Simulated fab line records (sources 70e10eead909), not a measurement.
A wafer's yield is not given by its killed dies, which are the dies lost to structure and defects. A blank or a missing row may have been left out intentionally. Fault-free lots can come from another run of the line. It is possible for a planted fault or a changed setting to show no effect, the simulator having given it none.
Which of the tools did it? -- flow nand_harc -- 12 lots with 36 wafers sampled at 3 steps, on a route of 1159 steps

WHAT THE GAUGES READ, wafer by wafer
NHARC_P_CONTACT_OVL_MEAS_13.
lot,measured,on,overlay_x_nm (nm),overlay_y_nm (nm)
L570,day 6 04:07,overlay-02,-1.4 -1.4 -1.7,-0.7 -1.3 -1.3
L571,day 6 19:28,overlay-01,0.2 -0.1 -0.4,0.0 0.3 -0.6
L574,day 7 09:53,overlay-01,-1.6 -1.2 -0.8,-1.8 -1.6 -1.0
L575,day 7 14:02,overlay-01,0.4 0.5 0.8,-1.0 -1.4 -1.4
L577,day 7 22:53,overlay-01,-0.8 -0.3 -0.9,-0.5 -0.4 -0.2
L580,day 8 21:31,overlay-01,0.7 0.7 0.9,-0.7 -0.4 -0.2
L579,day 8 22:52,overlay-01,13.2 13.4 12.8,-1.5 -1.6 -1.5
L582,day 9 09:42,overlay-01,12.0 12.2 12.2,1.4 1.4 1.0
L584,day 9 15:51,overlay-01,11.0 11.3 11.8,0.0 0.5 0.1
L587,day 10 14:25,overlay-02,0.6 0.5 0.7,0.4 -0.5 -0.4
L588,day 10 20:14,overlay-01,0.3 0.1 0.5,-1.1 -0.8 -0.8
L590,day 11 05:22,overlay-02,1.0 0.8 0.5,-2.0 -1.7 -1.7

NHARC_P_CONTACT_INSPECT_14.
lot,measured,on,raw_defect_count
L570,day 6 04:08,defect_inspect-01,5 7 4
L571,day 6 19:31,defect_inspect-02,6 4 1
L574,day 7 09:55,defect_inspect-02,3 6 4
L575,day 7 14:05,defect_inspect-01,5 7 6
L577,day 7 22:55,defect_inspect-02,6 6 6
L580,day 8 21:34,defect_inspect-01,2 7 2
L579,day 8 22:54,defect_inspect-02,1 2 1
L582,day 9 09:44,defect_inspect-02,1 5 3
L584,day 9 15:53,defect_inspect-01,5 4 6
L587,day 10 14:26,defect_inspect-02,1 4 1
L588,day 10 20:16,defect_inspect-01,2 5 4
L590,day 11 05:25,defect_inspect-02,5 1 7

WHAT TOOL EACH LOT RAN ON (gives the tool, then ch and the chambers of the sampled wafers, and finally the start)
lot,NHARC_P_CONTACT_EXPOSE_09
L570,"arfi_scanner-02 ch 0, day 6 03:53"
L571,"arfi_scanner-01 ch 0, day 6 19:16"
L574,"arfi_scanner-03 ch 0, day 7 09:39"
L575,"arfi_scanner-02 ch 0, day 7 13:49"
L577,"arfi_scanner-01 ch 0, day 7 22:39"
L580,"arfi_scanner-01 ch 0, day 8 21:17"
L579,"arfi_scanner-02 ch 0, day 8 22:38"
L582,"arfi_scanner-02 ch 0, day 9 09:29"
L584,"arfi_scanner-02 ch 0, day 9 15:37"
L587,"arfi_scanner-01 ch 0, day 10 14:11"
L588,"arfi_scanner-01 ch 0, day 10 20:01"
L590,"arfi_scanner-03 ch 0, day 11 05:09"
- NHARC_P_CONTACT_EXPOSE_09: exposes mask P CA, target cd 90 nm.

AS READ BY THE TOOLS THEMSELVES (means over the sampled wafers that have a number; for cases with no such wafer, the mark the record gives instead)
NHARC_P_CONTACT_EXPOSE_09.
lot,tool,exposure_dose_mJ_cm2
L570,arfi_scanner-02,81.20
L571,arfi_scanner-01,81.15
L574,arfi_scanner-03,81.17
L575,arfi_scanner-02,81.17
L577,arfi_scanner-01,81.17
L580,arfi_scanner-01,81.19
L579,arfi_scanner-02,81.09
L582,arfi_scanner-02,81.20
L584,arfi_scanner-02,81.31
L587,arfi_scanner-01,81.07
L588,arfi_scanner-01,81.20
L590,arfi_scanner-03,81.19

THE ANSWER, worked out from the rows above alone
Rule: what is usual is taken from the lots themselves. The widest of any qualifying gaps counts: lots, ordered by their means at a reading, are off when they make up no more than a third of the lots, leave a main group of 4 or more, and stand apart from it by 3 or more times the standard deviation of that group's means. A main group is skipped when, at the precision printed for the reading in the tables above, its means are all equal. A lot without any number at a reading at which 4 lots or more have one is off too. Any other lot the step has rows for is counted as sound. The gauges are gone through in route order, then the tools' own readings, and for those a lot's mean is taken as printed above. The first step at which some lot is off is used, and at that step the reading that is off furthest; a lot without a number counts as furthest.
Off, at NHARC_P_CONTACT_OVL_MEAS_13 on overlay_x_nm: L579, L582, L584. The main group: mean -0.1 nm, standard deviation 0.82.
If a tool, at a process step before that reading, ran all the lots that are off and no sound lot after the first of them, it fits. The gauges at NHARC_P_CONTACT_OVL_MEAS_13 are tried like those tools. One fits: arfi_scanner-02 at NHARC_P_CONTACT_EXPOSE_09. A fault onset in the window from L575 (day 7 13:49, its last sound lot) to L579 (day 8 22:38, its first lot off) fits.

WHAT THE SIMULATOR HAD PUT IN
Scanner matching overlay: arfi_scanner-02, from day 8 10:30 on, at NHARC_P_CONTACT_EXPOSE_09. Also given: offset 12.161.
Struck lots among those shown: L579, L582, L584. Same finding as the rule above.
